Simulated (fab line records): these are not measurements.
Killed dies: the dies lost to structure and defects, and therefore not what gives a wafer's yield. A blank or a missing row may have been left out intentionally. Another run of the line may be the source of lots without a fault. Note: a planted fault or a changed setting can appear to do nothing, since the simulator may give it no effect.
The tool behind it: which one? / flow nand_harc / 18 wafers from 6 lots sampled at 4 of the route's 1159 steps

WHAT EACH GAUGE READ, for each wafer
NHARC_P_GATE_CD_MEAS_26: the cd target is 120 nm.
lot=L205; measured=day 4 16:45; on=cd_sem-02; cd_nm (nm)=120.3 120.0 119.5
lot=L208; measured=day 5 17:11; on=cd_sem-01; cd_nm (nm)=119.7 119.5 120.0
lot=L212; measured=day 6 18:51; on=cd_sem-02; cd_nm (nm)=118.8 119.0 119.2
lot=L215; measured=day 7 22:56; on=cd_sem-02; cd_nm (nm)=185.1 185.9 186.2 185.5 185.6 185.8
lot=L217; measured=day 7 23:11; on=cd_sem-01; cd_nm (nm)=120.8 119.8 120.3
lot=L227; measured=day 10 05:47; on=cd_sem-01; cd_nm (nm)=119.6 119.6 119.7

WHAT TOOL EACH LOT RAN ON (gives the tool, then ch and the chambers of the sampled wafers, and finally the start)
lot=L205; NHARC_P_ZERO_WELL_DESCUM_13=rie_diel-12 ch 0,1,2, day 1 19:26; NHARC_P_ZERO_WELL_ETCH_63=rie_si-02 ch 0,1,2, day 1 19:43; NHARC_P_GATE_PEB_24=litho_track-01 ch 0, day 4 16:40
lot=L208; NHARC_P_ZERO_WELL_DESCUM_13=rie_diel-02 ch 0,2,3, day 2 13:23; NHARC_P_ZERO_WELL_ETCH_63=rie_si-01 ch 0,3, day 2 13:38; NHARC_P_GATE_PEB_24=litho_track-06 ch 0, day 5 17:07
lot=L212; NHARC_P_ZERO_WELL_DESCUM_13=rie_diel-12 ch 0,2,3, day 3 13:23; NHARC_P_ZERO_WELL_ETCH_63=rie_si-05 ch 0,2,3, day 3 13:40; NHARC_P_GATE_PEB_24=litho_track-06 ch 0, day 6 18:46
lot=L215; NHARC_P_ZERO_WELL_DESCUM_13=rie_diel-12 ch 1,3, day 4 07:24; NHARC_P_ZERO_WELL_ETCH_63=rie_si-02 ch 0,3, day 4 07:39; NHARC_P_GATE_PEB_24=litho_track-06 ch 0, day 7 22:51
lot=L217; NHARC_P_ZERO_WELL_DESCUM_13=rie_diel-12 ch 0,2,3, day 4 19:24; NHARC_P_ZERO_WELL_ETCH_63=rie_si-02 ch 0,1,3, day 4 19:40; NHARC_P_GATE_PEB_24=litho_track-04 ch 0, day 7 23:07
lot=L227; NHARC_P_ZERO_WELL_DESCUM_13=rie_diel-12 ch 0,1,2, day 7 07:28; NHARC_P_ZERO_WELL_ETCH_63=rie_si-01 ch 0,1,3, day 7 07:43; NHARC_P_GATE_PEB_24=litho_track-01 ch 0, day 10 05:43
- NHARC_P_ZERO_WELL_DESCUM_13: chemistry O2, time 3 s.
- NHARC_P_ZERO_WELL_ETCH_63: etches the open film in HBr/Cl2, target depth 120 nm, time 40.1 s.
- NHARC_P_GATE_PEB_24: peb time 65 s.

THE ANSWER, worked out from the rows above alone
Rule: the usual values come from the lots themselves. The widest of any qualifying gaps counts: lots, ordered by their means at a reading, are off when they make up no more than a third of the lots, leave a main group of 4 or more, and stand apart from it by 3 or more times the standard deviation of that group's means. A main group whose means are all the same, to the digits that the tables above print for the reading, isn't used. A lot without any number at a reading at which 4 lots or more have one is off too. Any other lot the step has rows for is counted as sound.
Off, at NHARC_P_GATE_CD_MEAS_26 on cd_nm: L215. Main group: mean 119.7 nm, sd 0.43.
A tool fits if, at a process step before that reading, it ran every lot that is off, and no sound lot after the first of them. The gauges at NHARC_P_GATE_CD_MEAS_26 are tried like those tools. 2 tools fit, litho_track-06 at NHARC_P_GATE_PEB_24 and cd_sem-02 at NHARC_P_GATE_CD_MEAS_26, so this cannot tell which one it is.

WHAT THE SIMULATOR PUT IN
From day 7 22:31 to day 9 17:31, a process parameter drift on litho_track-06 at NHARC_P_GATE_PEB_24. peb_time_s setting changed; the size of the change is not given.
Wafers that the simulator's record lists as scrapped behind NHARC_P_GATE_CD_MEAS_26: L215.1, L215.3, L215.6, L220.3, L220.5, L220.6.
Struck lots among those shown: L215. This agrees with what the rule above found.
